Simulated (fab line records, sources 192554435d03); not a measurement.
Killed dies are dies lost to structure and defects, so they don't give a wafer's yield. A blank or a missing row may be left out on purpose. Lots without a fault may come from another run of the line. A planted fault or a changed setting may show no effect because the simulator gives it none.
Split-lot experiment | flow n5_finfet | 7 lots, 39 wafers read, on a route of 1938 steps

THE SPLIT
At N5_DUMMY_GATE_EXPOSE_12 (exposes mask GATE, target cd 25 nm), the setting dose_mj was moved away from the recipe's 34 on 9 of the 39 wafers read, by -3.5% to +5.9%. The other wafers ran this setting at the recipe's value.

FROM THE SPLIT TO THE READING: what the file shows between them, 2 steps
- N5_DUMMY_GATE_PEB_13: peb time 60 s
- N5_DUMMY_GATE_DEVELOP_14: develop time 30 s

THE READING
cd_nm, in nm, at N5_DUMMY_GATE_CD_MEAS_15 (target cd 25.8 nm). Fault-free wafers of this fab line usually give 24.96 nm, standard deviation 0.24 nm.

wafer  | tool, chamber at the split | dose_mj as run | against the recipe | cd_nm, nm | against lot-mates on the recipe
L074.1 | euv_scanner-01, 0          | 34             | recipe             | 25.01     | -
L074.2 | euv_scanner-01, 0          | 35.16          | +3.4%              | 24.24     | -0.67
L074.3 | euv_scanner-01, 0          | 34             | recipe             | 25.15     | -
L074.4 | euv_scanner-01, 0          | 34             | recipe             | 24.56     | -
L074.5 | euv_scanner-01, 0          | 35.16          | +3.4%              | 24.05     | -0.86
L074.6 | euv_scanner-01, 0          | 35.16          | +3.4%              | 24.24     | -0.67
L075.1 | euv_scanner-02, 0          | 34             | recipe             | 24.88     | -
L075.2 | euv_scanner-02, 0          | 34             | recipe             | 24.95     | -
L075.3 | euv_scanner-02, 0          | 34             | recipe             | 25.55     | -
L075.4 | euv_scanner-02, 0          | 34             | recipe             | 24.97     | -
L075.5 | euv_scanner-02, 0          | 34             | recipe             | 24.90     | -
L075.6 | euv_scanner-02, 0          | 34             | recipe             | 24.90     | -
L084.1 | euv_scanner-02, 0          | 36.01          | +5.9%              | 23.99     | -0.90
L084.2 | euv_scanner-02, 0          | 36.01          | +5.9%              | 24.07     | -0.82
L084.3 | euv_scanner-02, 0          | 34             | recipe             | 24.83     | -
L084.4 | euv_scanner-02, 0          | 34             | recipe             | 24.86     | -
L084.5 | euv_scanner-02, 0          | 34             | recipe             | 24.97     | -
L084.6 | euv_scanner-02, 0          | 36.01          | +5.9%              | 23.90     | -0.99
L085.3 | euv_scanner-02, 0          | 34             | recipe             | 25.10     | -
L085.4 | euv_scanner-02, 0          | 34             | recipe             | 25.14     | -
L085.6 | euv_scanner-02, 0          | 34             | recipe             | 25.09     | -
L086.1 | euv_scanner-01, 0          | 32.82          | -3.5%              | 25.82     | +0.92
L086.2 | euv_scanner-01, 0          | 34             | recipe             | 24.80     | -
L086.3 | euv_scanner-01, 0          | 34             | recipe             | 24.79     | -
L086.4 | euv_scanner-01, 0          | 32.82          | -3.5%              | 25.60     | +0.70
L086.5 | euv_scanner-01, 0          | 32.82          | -3.5%              | 25.57     | +0.67
L086.6 | euv_scanner-01, 0          | 34             | recipe             | 25.11     | -
L087.1 | euv_scanner-01, 0          | 34             | recipe             | 24.70     | -
L087.2 | euv_scanner-01, 0          | 34             | recipe             | 24.70     | -
L087.3 | euv_scanner-01, 0          | 34             | recipe             | 25.04     | -
L087.4 | euv_scanner-01, 0          | 34             | recipe             | 25.24     | -
L087.5 | euv_scanner-01, 0          | 34             | recipe             | 24.94     | -
L087.6 | euv_scanner-01, 0          | 34             | recipe             | 24.98     | -
L096.1 | euv_scanner-02, 0          | 34             | recipe             | 25.15     | -
L096.2 | euv_scanner-02, 0          | 34             | recipe             | 25.17     | -
L096.3 | euv_scanner-02, 0          | 34             | recipe             | 25.20     | -
L096.4 | euv_scanner-02, 0          | 34             | recipe             | 25.12     | -
L096.5 | euv_scanner-02, 0          | 34             | recipe             | 25.11     | -
L096.6 | euv_scanner-02, 0          | 34             | recipe             | 24.96     | -

THE FIT
A straight line over all 39 wafers: cd_nm changes by -0.188 nm for each +1% of dose_mj; r = -0.91; the points scatter about the line by 0.19 nm.
The same after taking each lot's own level away (the mean of its wafers on the recipe; 39 wafers): -0.18 nm for each +1%; r = -0.91; scatter 0.17 nm.
On that fit, the largest move of dose_mj shifts the reading by 1.1 nm.
The lots' own levels span 24.887 to 25.118 nm, that is 1.0 times the standard deviation above.
So the lot-to-lot level changes the slope little: the two slopes agree.
Check: with one of the wafers moved furthest among these (+5.9%) left out of the fit, the line predicts -1.09 nm for it against its lot-mates. It came out at -0.897 nm against them.

OTHER SPLITS ON THESE WAFERS
These wafers also went through other splits before the reading. Each is held against what the fit with the lots' levels taken away leaves over:
other split on the same wafers    | wafers away from the commonest value | r with cd_nm (lot level and that fit taken away)
N5_WELL_APT_EXPOSE_05 dose_mj     | 15                                   | -0.26
N5_WELL_APT_IMPLANT_15 energy_kev | 18                                   | +0.01
N5_WELL_APT_EPI_41 target_thk_a   | 18                                   | -0.31

THE FILE'S OWN FIT
cd_nm changes by -0.178 nm for each +1% of dose_mj, r = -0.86.
